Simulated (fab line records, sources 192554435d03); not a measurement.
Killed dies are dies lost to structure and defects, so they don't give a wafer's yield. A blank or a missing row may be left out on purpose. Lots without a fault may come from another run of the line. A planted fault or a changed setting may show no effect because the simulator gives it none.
Chamber matching | flow n5_finfet | N5_FIN_CUT_ETCH_30 on rie_diel-02: 4 sister chambers
The step etches underlayer in N2/H2, target depth 13 nm, time 10.4 s. 18 wafers are shown with their chamber, then 9 later ones without.

WAFERS WITH THEIR CHAMBER
wafer  | chamber | showerhead_plenum_p_Torr (Torr) | drypump_motor_current_A (A) | throttle_valve_pct (%)
L076.1 | 3       | 2.65                            | 5.6                         | 17.91
L076.3 | 2       | 2.50                            | 6.0                         | 18.08
L076.5 | 0       | 2.53                            | 6.0                         | 17.83
L081.3 | 3       | 2.65                            | 5.6                         | 17.95
L081.4 | 1       | 2.50                            | 6.1                         | 17.99
L081.5 | 0       | 2.53                            | 6.0                         | 17.82
L085.2 | 2       | 2.49                            | 6.0                         | 18.10
L085.4 | 3       | 2.64                            | 5.6                         | 17.95
L085.5 | 1       | 2.50                            | 6.0                         | 18.00
L087.1 | 3       | 2.64                            | 5.6                         | 17.95
L087.2 | 1       | 2.49                            | 6.0                         | 18.03
L087.3 | 0       | 2.52                            | 5.9                         | 17.87
L088.1 | 3       | 2.64                            | 5.6                         | 17.94
L088.4 | 3       | 2.64                            | 5.6                         | 17.97
L088.5 | 0       | 2.52                            | 5.9                         | 17.89
L090.3 | 3       | 2.64                            | 5.6                         | 17.95
L090.4 | 0       | 2.52                            | 5.9                         | 17.89
L090.6 | 3       | 2.64                            | 5.6                         | 17.97

SIGNATURES (means of the wafers above)
reading                  | chamber 0 | chamber 1 | chamber 2 | chamber 3 | scatter within a chamber
showerhead_plenum_p_Torr | 2.5240    | 2.4967    | 2.4950    | 2.6425    | 0.00526
drypump_motor_current_A  | 5.940     | 6.033     | 6.000     | 5.600     | 0.0365
throttle_valve_pct       | 17.8600   | 18.0067   | 18.0900   | 17.9488   | 0.0238
Rule: a wafer's distance from a chamber is the root of the sum, over the readings, of the square of ((its reading less the chamber's mean) divided by the reading's scatter). The wafer belongs to the nearest chamber; if the next one is less than 2 further off, it can't be placed. The scatter: the root of (the sum of the squares of (reading less its chamber's mean) over the shown wafers, divided by (wafers less chambers)).

WAFERS WITHOUT THEIR CHAMBER
wafer  | showerhead_plenum_p_Torr (Torr) | drypump_motor_current_A (A) | throttle_valve_pct (%)
L093.3 | 2.52                            | 5.9                         | 17.90
L093.4 | 2.49                            | 6.0                         | 17.68
L093.6 | 2.52                            | 5.9                         | 17.89
L095.1 | 2.49                            | 6.0                         | 17.69
L095.4 | 2.49                            | 6.0                         | 17.67
L095.5 | 2.52                            | 5.9                         | 17.91
L097.2 | 2.49                            | 6.0                         | 17.69
L097.3 | 2.63                            | 5.6                         | 17.98
L097.6 | 2.63                            | 5.6                         | 17.98

WHICH CHAMBER EACH WENT THROUGH
wafer  | from the rows above | in truth
L093.3 | 0                   | 0
L093.4 | 0                   | 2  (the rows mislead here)
L093.6 | 0                   | 0
L095.1 | 0                   | 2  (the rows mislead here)
L095.4 | 0                   | 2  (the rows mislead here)
L095.5 | 0                   | 0
L097.2 | 0                   | 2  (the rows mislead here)
L097.3 | 3                   | 3
L097.6 | 3                   | 3
Placed correctly: 5 of 9. Can't be placed from these rows: 0. Placed wrongly: 4.
